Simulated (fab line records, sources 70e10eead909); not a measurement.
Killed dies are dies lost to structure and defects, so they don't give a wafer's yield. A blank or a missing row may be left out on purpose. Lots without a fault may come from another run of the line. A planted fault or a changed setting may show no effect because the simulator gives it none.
Which tool did it? | flow nand_harc | 10 lots, 30 wafers sampled, at 5 steps of a route of 1159

WHAT THE GAUGES READ, wafer by wafer
NHARC_END_SORT_01. Usual: killed_at_array 26, standard deviation 9; killed_at_other 0.8, standard deviation 1.2; killed_at_periphery 3.2, standard deviation 2.3; killed_dies 30, standard deviation 9.1; killed_open 3.5, standard deviation 2; killed_short 1.8, standard deviation 1.4.
lot  | measured     | on        | killed_at_array | killed_at_other | killed_at_periphery | killed_dies | killed_open | killed_short | flag
L766 | day 19 12:35 | prober-02 | 28 27 25        | 2 1 0           | 5 4 6               | 35 32 31    | 5 1 1       | 2 2 2        |
L765 | day 19 12:31 | prober-01 | 26 23 25        | 0 2 3           | 6 4 3               | 32 29 31    | 7 11 7      | 4 2 2        |
L767 | day 19 23:23 | prober-02 | 25 27 23        | 2 2 0           | 1 2 3               | 28 31 26    | 2 3 6       | 0 0 2        |
L774 | day 21 21:46 | prober-01 | 96 90 100       | 1 0 0           | 3 2 3               | 100 92 103  | 3 2 2       | 3 1 3        | OFF
L775 | day 21 11:17 | prober-01 | 97 89 88        | 1 2 0           | 2 6 1               | 100 97 89   | 1 6 1       | 2 2 2        | OFF
L778 | day 22 11:40 | prober-01 | 35 43 40        | 0 0 0           | 1 1 0               | 36 44 40    | 3 2 2       | 1 2 1        |
L782 | day 23 14:46 | prober-01 | 28 35 35        | 0 0 1           | 3 1 5               | 31 36 41    | 4 2 5       | 1 1 0        |
L783 | day 23 22:32 | prober-02 | 31 29 28        | 0 0 0           | 16 6 5              | 47 35 33    | 5 4 6       | 1 2 0        |
L786 | day 24 23:45 | prober-02 | 35 24 34        | 1 0 0           | 2 2 1               | 38 26 35    | 2 3 3       | 1 0 1        |
L788 | day 26 01:17 | prober-02 | 42 36 35        | 1 2 1           | 3 9 2               | 46 47 38    | 3 6 5       | 3 2 1        |

WHICH TOOL RAN EACH LOT (tool, then ch and the chambers of the sampled wafers, then the start)
lot  | NHARC_A_STAIRCASE_TRIM_196         | NHARC_THIN_TSV_PRE_CLEAN_50             | NHARC_THIN_TSV_DESCUM_35           | NHARC_THIN_TSV_STRIP_56
L766 | rie_diel-07 ch 0,1,2, day 10 21:19 | pvd_sputter-03, day 19 00:56 or earlier | rie_diel-04 ch 1,3, day 19 00:56   | plasma_asher-01 ch 0,1, day 19 01:32
L765 | rie_diel-02 ch 1,3, day 10 23:00   | pvd_sputter-01, day 19 06:14 or earlier | rie_diel-04 ch 0,3, day 19 06:14   | plasma_asher-01 ch 0,1, day 19 06:46
L767 | rie_diel-06 ch 1,3, day 11 17:56   | pvd_sputter-02, day 19 11:51 or earlier | rie_diel-12 ch 0,1, day 19 11:51   | plasma_asher-01 ch 0,1, day 19 12:20
L774 | rie_diel-06 ch 0,1,2, day 13 11:38 | pvd_sputter-02, day 21 12:25 or earlier | rie_diel-13 ch 0,1,2, day 21 12:25 | plasma_asher-02 ch 0,1, day 21 12:53
L775 | rie_diel-06 ch 2,3, day 13 13:09   | pvd_sputter-01, day 21 02:46 or earlier | rie_diel-04 ch 0,1,3, day 21 02:46 | plasma_asher-02 ch 0,1, day 21 03:15
L778 | rie_diel-07 ch 1,2,3, day 14 15:07 | pvd_sputter-03, day 22 01:01 or earlier | rie_diel-13 ch 0,1, day 22 01:01   | plasma_asher-01 ch 0,1, day 22 01:35
L782 | rie_diel-02 ch 1,2,3, day 15 09:15 | pvd_sputter-01, day 23 06:01 or earlier | rie_diel-12 ch 1,2,3, day 23 06:01 | plasma_asher-02 ch 0,1, day 23 06:31
L783 | rie_diel-02 ch 2,3, day 15 16:13   | pvd_sputter-02, day 23 08:45 or earlier | rie_diel-13 ch 0,1,2, day 23 08:45 | plasma_asher-01 ch 0,1, day 23 09:14
L786 | rie_diel-02 ch 0,2,3, day 16 16:39 | pvd_sputter-02, day 24 14:42 or earlier | rie_diel-04 ch 0,2,3, day 24 14:42 | plasma_asher-01 ch 0,1, day 24 15:11
L788 | rie_diel-02 ch 2,3, day 17 08:49   | pvd_sputter-03, day 25 16:12 or earlier | rie_diel-13 ch 2,3, day 25 16:12   | plasma_asher-02 ch 0,1, day 25 16:43
- NHARC_A_STAIRCASE_TRIM_196: chemistry O2, time 211.2 s.
- NHARC_THIN_TSV_PRE_CLEAN_50: time 30 s.
- NHARC_THIN_TSV_DESCUM_35: chemistry O2, time 3 s.
- NHARC_THIN_TSV_STRIP_56: strips in O2.

WHAT THE TOOLS THEMSELVES READ (means of the sampled wafers that have a number; where no wafer has one, the mark that the record gives instead)
NHARC_A_STAIRCASE_TRIM_196. Usual: drypump_motor_current_A 6.1 A, standard deviation 0.35; oes_product_au 0.999 a.u., standard deviation 0.0097; rf_vpp_V 57.9 V, standard deviation 0.9; showerhead_plenum_p_Torr 3.57 Torr, standard deviation 0.13; throttle_valve_pct 17.037 %, standard deviation 0.0095.
lot  | tool        | drypump_motor_current_A (A) | oes_product_au (a.u.) | rf_vpp_V (V) | showerhead_plenum_p_Torr (Torr) | throttle_valve_pct (%) | flag
L766 | rie_diel-07 | 5.9                         | 0.999                 | 56.8         | 3.65                            | 17.039                 |
L765 | rie_diel-02 | 6.4                         | 0.990                 | 57.6         | 3.55                            | 17.044                 |
L767 | rie_diel-06 | 6.1                         | 1.006                 | 57.0         | 3.54                            | 17.034                 |
L774 | rie_diel-06 | 6.3                         | 1.006                 | 57.2         | 3.49                            | 17.028                 |
L775 | rie_diel-06 | 6.0                         | 0.998                 | 58.5         | 3.60                            | 17.039                 |
L778 | rie_diel-07 | 5.6                         | 0.994                 | 58.2         | 3.64                            | 17.027                 |
L782 | rie_diel-02 | 6.3                         | 1.011                 | 58.8         | 3.69                            | 17.040                 |
L783 | rie_diel-02 | 6.1                         | 0.995                 | 58.4         | 3.66                            | 17.037                 |
L786 | rie_diel-02 | 6.0                         | 0.982                 | 58.8         | 3.73                            | 17.039                 |
L788 | rie_diel-02 | 6.0                         | 0.995                 | 58.3         | 3.72                            | 17.037                 |

NHARC_THIN_TSV_PRE_CLEAN_50. Usual: heater_power_w 412 W, standard deviation 31.
lot  | tool           | heater_power_w (W) | flag
L766 | pvd_sputter-03 | 428                |
L765 | pvd_sputter-01 | 419                |
L767 | pvd_sputter-02 | 387                |
L774 | pvd_sputter-02 | 405                |
L775 | pvd_sputter-01 | 402                |
L778 | pvd_sputter-03 | 422                |
L782 | pvd_sputter-01 | 407                |
L783 | pvd_sputter-02 | 393                |
L786 | pvd_sputter-02 | 411                |
L788 | pvd_sputter-03 | 416                |

NHARC_THIN_TSV_DESCUM_35. Usual: drypump_motor_current_A 5.7 A, standard deviation 0.31; oes_product_au 1.003 a.u., standard deviation 0.012; rf_vpp_V 57.8 V, standard deviation 0.95; showerhead_plenum_p_Torr 1.92 Torr, standard deviation 0.092; throttle_valve_pct 11.311 %, standard deviation 0.0089.
lot  | tool        | drypump_motor_current_A (A) | oes_product_au (a.u.) | rf_vpp_V (V) | showerhead_plenum_p_Torr (Torr) | throttle_valve_pct (%) | flag
L766 | rie_diel-04 | 5.7                         | 0.999                 | 58.0         | 1.97                            | 11.309                 |
L765 | rie_diel-04 | 5.7                         | 1.002                 | 57.6         | 1.92                            | 11.315                 |
L767 | rie_diel-12 | 5.7                         | 0.999                 | 57.8         | 1.84                            | 11.316                 |
L774 | rie_diel-13 | 5.7                         | 1.013                 | 57.3         | 1.88                            | 11.314                 |
L775 | rie_diel-04 | 5.7                         | 0.991                 | 57.2         | 1.94                            | 11.311                 |
L778 | rie_diel-13 | 5.6                         | 1.012                 | 57.6         | 1.80                            | 11.317                 |
L782 | rie_diel-12 | 5.4                         | 0.996                 | 58.2         | 1.93                            | 11.302                 |
L783 | rie_diel-13 | 5.7                         | 1.008                 | 57.7         | 1.88                            | 11.313                 |
L786 | rie_diel-04 | 5.5                         | 1.005                 | 57.7         | 1.91                            | 11.316                 |
L788 | rie_diel-13 | 5.9                         | 1.008                 | 57.6         | 2.04                            | 11.306                 |

NHARC_THIN_TSV_STRIP_56. Usual: drypump_motor_current_A 6.0 A, standard deviation 0.39; heater_power_w 301 W, standard deviation 17; rf_refl_power_W 15 W, standard deviation 4.8.
lot  | tool            | drypump_motor_current_A (A) | heater_power_w (W) | rf_refl_power_W (W) | flag
L766 | plasma_asher-01 | 5.8                         | 302                | 18                  |
L765 | plasma_asher-01 | 5.6                         | 310                | 21                  |
L767 | plasma_asher-01 | 5.6                         | 306                | 20                  |
L774 | plasma_asher-02 | 6.0                         | 292                | -                   | OFF
L775 | plasma_asher-02 | 6.2                         | 304                | 12                  |
L778 | plasma_asher-01 | 5.9                         | 292                | 18                  |
L782 | plasma_asher-02 | 6.0                         | 295                | 12                  |
L783 | plasma_asher-01 | 5.6                         | 300                | 20                  |
L786 | plasma_asher-01 | 5.6                         | 296                | -                   | OFF
L788 | plasma_asher-02 | 6.0                         | 302                | 11                  |

THE ANSWER, worked out from the rows above alone
Rule: a lot is off if the mean of its wafers that have a number lies more than 3 standard deviations from the usual mean. A lot without any number at a reading at which 4 lots or more have one is off too. The other lots that the step has rows for count as sound. The gauges are gone through in route order, then the tools' own readings, and for those a lot's mean is taken as printed above. The first step at which some lot is off is used, and at that step the reading that is off furthest; a lot without a number counts as furthest.
Off: L774, L775, at NHARC_END_SORT_01 (killed_at_array).
A tool fits if, at a process step before that reading, it ran every lot that is off, and no sound lot after the first of them. The gauges at NHARC_END_SORT_01 are tried like those tools. NHARC_THIN_TSV_PRE_CLEAN_50 gives no start for some lots, so the hours and the order of its lots are those of NHARC_THIN_TSV_DESCUM_35. One fits: rie_diel-06 at NHARC_A_STAIRCASE_TRIM_196. Its last sound lot is L767 (day 11 17:56), its first lot that is off L774 (day 13 11:38): a fault that began between those two fits.

WHAT THE SIMULATOR HAD PUT IN
Chamber particle source: rie_diel-06, from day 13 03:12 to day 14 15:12, at NHARC_A_STAIRCASE_TRIM_196. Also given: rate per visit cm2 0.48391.
Lots struck among those shown: L775, L774. The rule above found the same.
